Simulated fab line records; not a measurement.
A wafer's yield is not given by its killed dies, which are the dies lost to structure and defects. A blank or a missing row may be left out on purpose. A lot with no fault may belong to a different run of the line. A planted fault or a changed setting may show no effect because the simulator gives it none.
Matching of chambers	flow n5_finfet	N5_BEOL_M0_SAQP_ETCH_88 on rie_diel-01 has 4 sister chambers
The step etches underlayer in N2/H2, target depth 6.5 nm, time 5.2 s. 4 wafers are shown with their chamber, then 9 later ones without.

== EACH WAFER AND ITS CHAMBER ==
wafer	chamber	showerhead_plenum_p_Torr (Torr)
L087.2	2	2.64
L088.3	1	2.67
L088.4	0	2.58
L088.5	3	2.52

== WAFERS WHOSE CHAMBER IS MISSING ==
wafer	showerhead_plenum_p_Torr (Torr)
L091.3	2.64
L091.4	2.67
L091.5	2.64
L094.1	2.51
L094.4	2.58
L094.5	2.58
L095.1	2.63
L095.4	2.58
L095.6	2.63

== WHICH CHAMBER EACH ONE RAN IN ==
wafer	from the rows above	in truth
L091.3	2	2
L091.4	1	1
L091.5	2	2
L094.1	3	3
L094.4	0	0
L094.5	0	0
L095.1	2	2
L095.4	0	0
L095.6	2	2
Placed correctly: 9 of 9. Left unplaced by these rows: 0. Number placed wrongly: 0.
How it was worked out, from the rows above alone: a wafer's distance from a chamber is the root of the sum, over the readings, of the square of ((its reading less the chamber's mean) divided by the reading's scatter). If the next closest chamber is less than 2 further off than the closest, the wafer can't be placed; otherwise it belongs to the closest. Each chamber's mean is taken over the wafers shown for it. The scatter: with one shown wafer a chamber, the root of the mean of the squares of how far each hidden wafer lies from its nearest shown one.
